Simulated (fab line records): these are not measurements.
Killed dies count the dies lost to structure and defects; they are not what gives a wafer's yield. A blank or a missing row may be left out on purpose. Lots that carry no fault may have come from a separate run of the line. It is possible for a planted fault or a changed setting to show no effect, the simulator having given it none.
Struck lot and sound lot, side by side    flow nandHarc    28 steps out of a route of 1159
Sound: the wafers L925.2, L925.3, L925.4. The struck wafers were L933.2, L933.5, L933.6. Last of all comes the cause.
For every step that has rows: the tool of each side, followed by ch and its chambers, followed by its first start. Under that, the readings that differ: sound wafers    struck wafers    difference of the means    sigmas: that difference in standard deviations of wafers without a fault.
alike: same words and numbers on both sides, and readings whose means sit less than 2 such deviations apart. not compared: any withheld reading, any reading some wafer has no value for, any bound like >300 that may hide the same value, and any number with overlapping values for which the record gives no deviation.
A row with sigmas, a row that says differs or no value, or rows on one side alone: a step with any of these is where the two part. Numbers that don't overlap but have no deviation are shown without sigmas and don't part them. Lack of a reading on every wafer of one side parts them only where that side has two or more wafers.

first, 11 steps without rows for these wafers: NHARC_P_STI_ETCH_26 (etches SiO2 in dHF, target depth 11 nm); NHARC_P_STI_PRECLEAN_27 (cleans in SC1); NHARC_P_STI_SRD_28; NHARC_P_STI_OXIDE_29 (material SiO2, target thk 10 nm, ox time 1362 s); NHARC_P_STI_HM_DEP_30 (deposits Si3N4, target thk 80 nm, time 873 s); NHARC_P_STI_DEHYDRATE_01 (time 120 s); NHARC_P_STI_HMDS_02 (time 30 s); NHARC_P_STI_COAT_41 (time 65 s); NHARC_P_STI_COAT_03 (resist thk 600 nm); NHARC_P_STI_SOFTBAKE_04 (time 70 s); NHARC_P_STI_EBR_05.
NHARC_P_STI_EXPOSE_06: exposes mask P STI, target cd 200 nm.
  sound on krfScanner-04 ch 0, day 4 13:12; struck on krfScanner-04 ch 0, day 6 12:24
reading            sound              struck             difference  sigmas
exposureDoseMJCm2  37.65 37.72 37.70  25.49 25.47 25.47  -12.21      -99 or more
  alike: mask
then, 2 steps without rows for these wafers: NHARC_P_STI_PEB_07 (peb time 80 s); NHARC_P_STI_DEVELOP_08 (time 50 s).
NHARC_P_STI_CD_MEAS_09 targets a cd of 200 nm.
  sound on cdSem-02 ch 0, day 4 13:21; struck on cdSem-03 ch 0, day 6 12:33
reading    sound              struck             difference  sigmas
cdNm (nm)  199.4 200.0 199.0  112.4 114.9 116.3  -84.9       -47
then, 1 step without rows for these wafers: NHARC_P_STI_HARDBAKE_13 (time 65 s).
NHARC_P_STI_DESCUM_14: chemistry O2, time 3 s.
  sound on rieDiel-11 ch 0,1,2, day 4 13:37; struck on rieDiel-13 ch 0,3, day 6 12:49
reading                sound              struck             difference  sigmas
model.P_STI.cdNm (nm)  199.6 199.7 198.9  112.2 115.4 116.3  -84.8       
  alike: drypumpMotorCurrentA, o2FlowSccm, oesProductAu, rfVppV, showerheadPlenumPTorr, throttleValvePct
  not compared: rfHoursCounterH
then, 2 steps without rows for these wafers: NHARC_P_STI_ETCH_42 (etches the open film in N2/H2, target depth 80 nm, overetch 24 nm, time 61 s); NHARC_P_STI_ETCH_31 (etches the open film in CF4/CHF3, target depth 108.9 nm, time 54.5 s).
NHARC_P_STI_ETCH_15: etches the open film in HBr/Cl2, target depth 300 nm, time 100.1 s.
  sound on rieSi-03 ch 0,1,3, day 4 13:53; struck on rieSi-02 ch 0,3, day 6 13:05
reading                sound              struck             difference  sigmas
model.P_STI.cdNm (nm)  199.7 199.6 198.3  110.9 114.8 115.8  -85.4       
  alike: biasW, drypumpMotorCurrentA, oesProductAu, throttleValvePct
  not compared: rfHoursCounterH
NHARC_P_STI_CD_MEAS_16:
  sound: cdSem-03 at day 4 14:03; struck: cdSem-01 at day 6 13:15
reading    sound              struck             difference  sigmas
cdNm (nm)  199.6 199.6 198.1  111.0 114.4 116.0  -85.3       -47
NHARC_P_STI_OCD_MEAS_17:
  sound: ocd-01 at day 4 14:08; struck: ocd-02 at day 6 13:20
reading              sound              struck          difference  sigmas
trenchFootCdNm (nm)  157.1 156.9 156.1  70.2 72.9 73.8  -84.4       -47
then, 3 steps without rows for these wafers: NHARC_P_STI_STRIP_19 (strips in SPM, time 900 s); NHARC_P_STI_PRECLEAN_32 (cleans in SC1); NHARC_P_STI_SRD_23.
NHARC_P_STI_OCD_MEAS_43:
  sound: ocd-02 at day 4 14:39; struck: ocd-01 at day 6 13:50
reading              sound              struck          difference  sigmas
trenchFootCdNm (nm)  156.9 157.9 156.3  70.1 73.2 74.0  -84.6       -50
then, 1 step without rows for these wafers: NHARC_P_STI_OXIDE_33 (material SiO2, target thk 10 nm, ox time 281 s).
-- break in the record here, with 17 days between the starts of the struck wafers on either side (left off in module P_STI, picked up again in module END, where the first step shown is number 1159 on the route) --
NHARC_END_SORT_01:
  sound on prober-01 ch 0, day 21 06:56; struck on prober-02 ch 0, day 23 17:31
reading            sound     struck       difference  sigmas
killedAtPeriphery  5 3 2     664 659 670  +661        +99 or more
killedDies         41 29 31  677 677 677  +643        +64
  alike: killedAtArray, killedAtOther, killedOpen, killedShort

== WHERE THEY PART ==
Earliest at NHARC_P_STI_EXPOSE_06; latest, in this record, at NHARC_END_SORT_01.

WHY: what the simulator had put in
Process parameters drifting: krfScanner-04 at NHARC_P_STI_EXPOSE_06, beginning at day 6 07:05. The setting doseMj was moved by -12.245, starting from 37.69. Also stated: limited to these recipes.
